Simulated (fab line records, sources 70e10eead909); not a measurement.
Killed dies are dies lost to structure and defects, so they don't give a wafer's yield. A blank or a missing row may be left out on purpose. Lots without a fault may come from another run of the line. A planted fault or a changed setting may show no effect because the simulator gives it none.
Which tool did it? | flow nand_harc | 6 lots, 18 wafers sampled, at 3 steps of a route of 1159

WHAT THE GAUGES READ, wafer by wafer
NHARC_P_GATE_INSPECT_28.
lot  | measured     | on                | raw_defect_count
L359 | day 5 00:39  | defect_inspect-02 | 11 13 7
L363 | day 6 04:49  | defect_inspect-01 | 5 8 10
L372 | day 8 14:43  | defect_inspect-02 | 10 4 8
L375 | day 9 08:44  | defect_inspect-02 | 4 3 4
L378 | day 10 06:53 | defect_inspect-02 | 6 4 2
L380 | day 10 06:35 | defect_inspect-02 | 7 10 4

WHICH TOOL RAN EACH LOT (tool, then ch and the chambers of the sampled wafers, then the start)
lot  | NHARC_P_STI_ETCH_31                          | NHARC_P_STI_STRIP_24
L359 | rie_diel-10 ch 1,2,3, day 2 20:48 or earlier | wet_bench-01 ch 1,6,7, day 3 16:48
L363 | rie_diel-02 ch 0,1,3, day 3 23:56 or earlier | wet_bench-07 ch 1,2,6, day 4 18:26
L372 | rie_diel-09 ch 0,1,2, day 6 08:49 or earlier | wet_bench-05 ch 4,6,7, day 7 03:49
L375 | rie_diel-02 ch 0,1, day 7 00:19 or earlier   | wet_bench-01 ch 0,2,4, day 8 01:04
L378 | rie_diel-09 ch 0,1, day 7 23:47 or earlier   | wet_bench-07 ch 0,4,7, day 8 21:51
L380 | rie_diel-09 ch 0,1,2, day 8 08:02 or earlier | wet_bench-05 ch 1,4,7, day 9 02:28
- NHARC_P_STI_ETCH_31: etches the open film in CF4/CHF3, target depth 108.9 nm, time 54.5 s.
- NHARC_P_STI_STRIP_24: strips Si3N4 in H3PO4.

THE ANSWER, worked out from the rows above alone
Rule: what is usual is taken from the lots themselves. Put in order of their means at a reading, lots are off if they are a third of the lots or fewer, leave a main group of 4 or more, and stand apart from it by a gap of 3 or more times the standard deviation of the main group's means; of several such gaps the widest counts. A main group whose means are all the same, to the digits that the tables above print for the reading, isn't used. A lot without any number at a reading at which 4 lots or more have one is off too. The other lots that the step has rows for count as sound.
No lot is off at any reading shown: from this, nothing can be told.

WHAT THE SIMULATOR HAD PUT IN
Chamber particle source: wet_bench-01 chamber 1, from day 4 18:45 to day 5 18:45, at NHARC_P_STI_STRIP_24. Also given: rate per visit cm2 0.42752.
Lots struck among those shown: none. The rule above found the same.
